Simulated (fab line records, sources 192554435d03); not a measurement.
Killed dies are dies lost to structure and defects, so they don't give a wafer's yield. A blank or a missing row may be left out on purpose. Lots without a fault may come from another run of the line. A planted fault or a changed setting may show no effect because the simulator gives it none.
Which tool did it? | flow n5_finfet | 9 lots, 24 wafers sampled, at 7 steps of a route of 1938

WHAT THE GAUGES READ, wafer by wafer
N5_BEOL_M4_RC_MEAS_101. Usual: DIBL_N 35.8 mV/V, standard deviation 1.8; DIBL_P 35.9 mV/V, standard deviation 2.2; IOFF_N 0.16 nA/um, standard deviation 0.035; IOFF_P 0.21 nA/um, standard deviation 0.04; ION_N 672 uA/um, standard deviation 11; ION_P 461 uA/um, standard deviation 7.4; SS_N 71.4 mV/dec, standard deviation 0.64; SS_P 73.2 mV/dec, standard deviation 0.67; VT_N 250 mV, standard deviation 3.5; VT_P -251 mV, standard deviation 3.4.
lot  | measured     | on        | DIBL_N (mV/V)  | DIBL_P (mV/V)  | IOFF_N (nA/um) | IOFF_P (nA/um) | ION_N (uA/um) | ION_P (uA/um) | SS_N (mV/dec)  | SS_P (mV/dec)  | VT_N (mV)   | VT_P (mV)      | flag
L749 | day 8 20:38  | prober-02 | 37.6 34.5 35.5 | 39.3 35.6 37.1 | 0.21 0.15 0.17 | 0.27 0.21 0.24 | 679 670 676   | 467 459 473   | 72.1 71.0 71.4 | 73.9 72.9 73.0 | 247 250 251 | -246 -247 -248 |
L752 | day 9 17:13  | prober-01 | 36.0 39.2 38.9 | 35.7 39.2 39.0 | 0.15 0.21 0.20 | 0.20 0.27 0.25 | 665 683 676   | 462 468 470   | 71.5 72.0 72.2 | 72.8 74.2 73.1 | 254 251 248 | -250 -248 -250 |
L757 | day 11 11:12 | prober-02 | 34.3 34.8      | 33.5 35.5      | 0.12 0.14      | 0.17 0.20      | 665 667       | 457 463       | 70.7 70.3      | 73.1 72.8      | 254 252     | -252 -248      |
L758 | day 11 16:23 | prober-02 | 35.2 37.3      | 34.5 37.3      | 0.14 0.16      | 0.18 0.22      | 667 684       | 459 467       | 70.5 71.4      | 72.1 72.6      | 252 250     | -250 -250      |
L759 | day 11 19:51 | prober-02 | 34.3 35.0      | 34.6 35.8      | 0.13 0.15      | 0.21 0.23      | 658 669       | 462 470       | 71.3 70.5      | 73.0 72.3      | 253 249     | -249 -246      |
L762 | day 12 09:31 | prober-01 | 37.6 36.7 35.9 | 37.8 36.8 36.1 | 0.17 0.15 0.14 | 0.19 0.17 0.17 | 671 668 660   | 444 446 448   | 72.1 72.0 71.8 | 73.8 73.5 73.5 | 251 252 253 | -257 -256 -256 |
L763 | day 12 16:39 | prober-01 | 37.3 37.0 32.9 | 36.3 35.8 31.6 | 0.18 0.16 0.11 | 0.21 0.20 0.15 | 672 682 661   | 458 464 456   | 72.0 70.6 70.9 | 73.2 73.4 72.5 | 248 249 252 | -251 -251 -256 |
L765 | day 12 18:34 | prober-02 | 35.1 36.7 34.3 | 36.4 38.3 35.3 | 0.15 0.19 0.14 | 0.23 0.26 0.21 | 668 679 669   | 461 472 466   | 71.7 72.2 71.8 | 73.3 72.9 72.9 | 248 246 252 | -248 -245 -248 |
L767 | day 13 21:09 | prober-02 | 35.9 35.5 35.3 | 34.6 34.3 33.3 | 0.14 0.14 0.12 | 0.20 0.20 0.19 | 676 683 669   | 467 466 464   | 70.8 71.0 70.5 | 73.0 72.3 72.7 | 249 249 254 | -252 -251 -252 |

N5_BEOL_M6_THK_MEAS_53: measures by xrf. Usual: M6_THK 81.0 nm, standard deviation 1.9.
lot  | measured     | on            | M6_THK (nm)    | flag
L749 | day 9 19:13  | film_metro-02 | 80.0 77.6 80.1 |
L752 | day 10 15:10 | film_metro-01 | 81.3 82.7 83.2 |
L757 | day 12 08:18 | film_metro-01 | 80.5 208.2     | OFF
L758 | day 12 13:55 | film_metro-02 | 82.1 191.1     | OFF
L759 | day 12 16:00 | film_metro-01 | 79.4 188.8     | OFF
L762 | day 13 03:43 | film_metro-01 | 78.5 80.4 81.0 |
L763 | day 13 17:26 | film_metro-01 | 79.7 82.9 78.2 |
L765 | day 13 18:46 | film_metro-01 | 81.8 80.8 80.8 |
L767 | day 14 16:52 | film_metro-02 | 79.7 81.8 80.6 |

N5_BEOL_M6_INSPECT_58: inspects for defects (darkfield). Usual: raw_defect_count 72, standard deviation 22.
lot  | measured     | on                | raw_defect_count | flag
L749 | day 9 19:22  | defect_inspect-01 | 64 124 65        |
L752 | day 10 15:19 | defect_inspect-01 | 78 37 59         |
L757 | day 12 08:27 | defect_inspect-01 | 86 1419          | OFF
L758 | day 12 14:05 | defect_inspect-02 | 69 1337          | OFF
L759 | day 12 16:09 | defect_inspect-02 | 59 1454          | OFF
L762 | day 13 03:52 | defect_inspect-02 | 58 62 57         |
L763 | day 13 17:35 | defect_inspect-01 | 73 55 76         |
L765 | day 13 18:55 | defect_inspect-02 | 66 131 63        |
L767 | day 14 17:02 | defect_inspect-01 | 52 54 68         |

N5_BEOL_M7_THK_MEAS_01. Usual: M7_ILD_THK 154.2 nm, standard deviation 1.9.
lot  | measured     | on            | M7_ILD_THK (nm)   | flag
L749 | day 9 20:28  | film_metro-02 | 155.6 157.7 155.5 |
L752 | day 10 15:58 | film_metro-01 | 154.7 157.3 152.6 |
L757 | day 12 09:10 | film_metro-02 | 152.7             |
L758 | day 12 15:04 | film_metro-01 | 151.0             |
L759 | day 12 16:46 | film_metro-01 | 153.6             |
L762 | day 13 04:29 | film_metro-02 | 155.4 153.1 157.1 |
L763 | day 13 18:13 | film_metro-01 | 149.5 151.6 152.9 |
L765 | day 13 19:32 | film_metro-01 | 151.6 152.7 156.4 |
L767 | day 14 17:45 | film_metro-01 | 152.5 152.6 155.3 |

WHICH TOOL RAN EACH LOT (tool, then ch and the chambers of the sampled wafers, then the start)
lot  | N5_BEOL_M6_TRENCH_ETCH_37                     | N5_BEOL_M6_CURE_75            | N5_BEOL_M6_CMP_52
L749 | rie_diel-02 ch 0,2,3, day 9 14:07 or earlier  | uv_cure-03 ch 1, day 9 14:07  | cmp-02 ch 2,3, day 9 18:55
L752 | rie_diel-02 ch 1,2, day 10 12:52 or earlier   | uv_cure-02 ch 0, day 10 12:52 | cmp-02 ch 1,2, day 10 14:52
L757 | rie_diel-02 ch 0,3, day 12 04:52 or earlier   | uv_cure-03 ch 0, day 12 04:52 | cmp-02 ch 0,1, day 12 08:02
L758 | rie_diel-05 ch 0,3, day 12 11:34 or earlier   | uv_cure-03 ch 2, day 12 11:34 | cmp-02 ch 0,3, day 12 13:37
L759 | rie_diel-04 ch 1, day 12 13:05 or earlier     | uv_cure-03 ch 0, day 12 13:05 | cmp-02 ch 2,3, day 12 15:49
L762 | rie_diel-04 ch 0,3, day 13 02:05 or earlier   | uv_cure-02 ch 1, day 13 02:05 | cmp-04 ch 0,2,3, day 13 03:30
L763 | rie_diel-02 ch 0,1,2, day 13 13:43 or earlier | uv_cure-02 ch 2, day 13 13:43 | cmp-04 ch 0,2,3, day 13 17:08
L765 | rie_diel-04 ch 1,2,3, day 13 16:19 or earlier | uv_cure-01 ch 1, day 13 16:19 | cmp-04 ch 0,1,2, day 13 18:31
L767 | rie_diel-05 ch 0,2, day 14 14:17 or earlier   | uv_cure-03 ch 0, day 14 14:17 | cmp-04 ch 1,2, day 14 16:37
- N5_BEOL_M6_TRENCH_ETCH_37: etches SiCOH lowk in C4F6/O2, target depth 94.435 nm, time 31.5 s.
- N5_BEOL_M6_CURE_75: cures SiCOH lowk, time 120 s.
- N5_BEOL_M6_CMP_52: polishes, stops on SiCOH lowk, t overpolish 6.9 s, target thk 80 nm.

WHAT THE TOOLS THEMSELVES READ (means of the sampled wafers that have a number; where no wafer has one, the mark that the record gives instead)
N5_BEOL_M6_TRENCH_ETCH_37. Usual: drypump_motor_current_A 5.6 A, standard deviation 0.39; oes_ar_750_au 0.79 a.u., standard deviation 0.074; oes_product_au 0.79 a.u., standard deviation 0.076; rf_vpp_V 662 V, standard deviation 12; showerhead_plenum_p_Torr 2.86 Torr, standard deviation 0.088; throttle_valve_pct 20.81 %, standard deviation 0.21.
lot  | tool        | drypump_motor_current_A (A) | oes_ar_750_au (a.u.) | oes_product_au (a.u.) | rf_vpp_V (V) | showerhead_plenum_p_Torr (Torr) | throttle_valve_pct (%) | flag
L749 | rie_diel-02 | 5.8                         | 0.80                 | 0.80                  | 659          | 2.80                            | 20.85                  |
L752 | rie_diel-02 | 5.8                         | 0.83                 | 0.84                  | 677          | 2.85                            | 20.92                  |
L757 | rie_diel-02 | 5.5                         | 0.80                 | 0.79                  | 654          | 2.82                            | 20.91                  |
L758 | rie_diel-05 | 5.7                         | 0.75                 | 0.75                  | 677          | 2.88                            | 20.75                  |
L759 | rie_diel-04 | 5.4                         | 0.86                 | 0.85                  | 654          | 2.77                            | 20.45                  |
L762 | rie_diel-04 | 5.3                         | 0.81                 | 0.80                  | 666          | 2.94                            | 20.79                  |
L763 | rie_diel-02 | 5.8                         | 0.77                 | 0.77                  | 671          | 2.82                            | 20.86                  |
L765 | rie_diel-04 | 5.4                         | 0.81                 | 0.79                  | 655          | 2.91                            | 20.81                  |
L767 | rie_diel-05 | 5.7                         | 0.71                 | 0.70                  | 659          | 2.92                            | 20.62                  |

N5_BEOL_M6_CURE_75. Usual: lamp_power_pct 52.32 %, standard deviation 0.058; wafer_temp_C_max 371.7, standard deviation 0.42.
lot  | tool       | lamp_power_pct (%) | wafer_temp_C_max | flag
L749 | uv_cure-03 | 52.28              | 371.6            |
L752 | uv_cure-02 | 52.28              | 371.4            |
L757 | uv_cure-03 | 52.38              | 371.1            |
L758 | uv_cure-03 | 52.33              | 371.7            |
L759 | uv_cure-03 | 52.34              | 371.5            |
L762 | uv_cure-02 | 52.28              | 372.3            |
L763 | uv_cure-02 | 52.29              | 371.5            |
L765 | uv_cure-01 | 52.31              | 371.6            |
L767 | uv_cure-03 | 52.33              | 371.4            |

N5_BEOL_M6_CMP_52. Usual: barrier_field_endpoint_s 28.9 s, standard deviation 0.85; motor_current_A 5.8 A, standard deviation 0.51; overpolish_run_s 6.900 s, standard deviation 0.0091; platen_rpm 50.00 rpm, standard deviation 0.031; time_to_endpoint_s 63 s, standard deviation 3.5.
lot  | tool   | barrier_field_endpoint_s (s) | motor_current_A (A) | overpolish_run_s (s) | platen_rpm (rpm) | time_to_endpoint_s (s) | flag
L749 | cmp-02 | 29.5                         | 5.4                 | 6.904                | 50.01            | 64                     |
L752 | cmp-02 | 28.3                         | 5.5                 | 6.895                | 50.00            | 62                     |
L757 | cmp-02 | 38.0                         | 5.4                 | 3.472                | 49.97            | 74                     | OFF
L758 | cmp-02 | 38.5                         | 5.5                 | 3.476                | 50.02            | 75                     | OFF
L759 | cmp-02 | 38.2                         | 5.5                 | 3.470                | 49.97            | 75                     | OFF
L762 | cmp-04 | 29.8                         | 6.2                 | 6.902                | 50.00            | 65                     |
L763 | cmp-04 | 28.2                         | 6.3                 | 6.898                | 50.04            | 62                     |
L765 | cmp-04 | 28.4                         | 6.2                 | 6.893                | 50.00            | 65                     |
L767 | cmp-04 | 28.5                         | 5.9                 | 6.899                | 50.00            | 60                     |

THE ANSWER, worked out from the rows above alone
Rule: a lot is off if the mean of its wafers that have a number lies more than 3 standard deviations from the usual mean. A lot without any number at a reading at which 4 lots or more have one is off too. The other lots that the step has rows for count as sound. The gauges are gone through in route order, then the tools' own readings, and for those a lot's mean is taken as printed above. The first step at which some lot is off is used, and at that step the reading that is off furthest; a lot without a number counts as furthest.
Off: L757, L758, L759, at N5_BEOL_M6_THK_MEAS_53 (M6_THK).
A tool fits if, at a process step before that reading, it ran every lot that is off, and no sound lot after the first of them. The gauges at N5_BEOL_M6_THK_MEAS_53 aren't tried: what is off there is off at N5_BEOL_M6_INSPECT_58 too, on other tools, and a gauge's error can't cause that. N5_BEOL_M6_TRENCH_ETCH_37 gives no start for some lots, so the hours and the order of its lots are those of N5_BEOL_M6_CURE_75. One fits: cmp-02 at N5_BEOL_M6_CMP_52. Its last sound lot is L752 (day 10 14:52), its first lot that is off L757 (day 12 08:02): a fault that began between those two fits.
The tool's own readings at N5_BEOL_M6_CMP_52 bear it out: on the lots that are off they differ by more than 5 times the standard deviation of the sound lots' means. barrier_field_endpoint_s reads 38.2 s there against 28.8 s on the sound lots; overpolish_run_s reads 3.473 s there against 6.899 s on the sound lots; time_to_endpoint_s reads 75 s there against 63 s on the sound lots.

WHAT THE SIMULATOR HAD PUT IN
Process parameter drift: cmp-02, from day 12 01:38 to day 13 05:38, at N5_BEOL_M6_CMP_52. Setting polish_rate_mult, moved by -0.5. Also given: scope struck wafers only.
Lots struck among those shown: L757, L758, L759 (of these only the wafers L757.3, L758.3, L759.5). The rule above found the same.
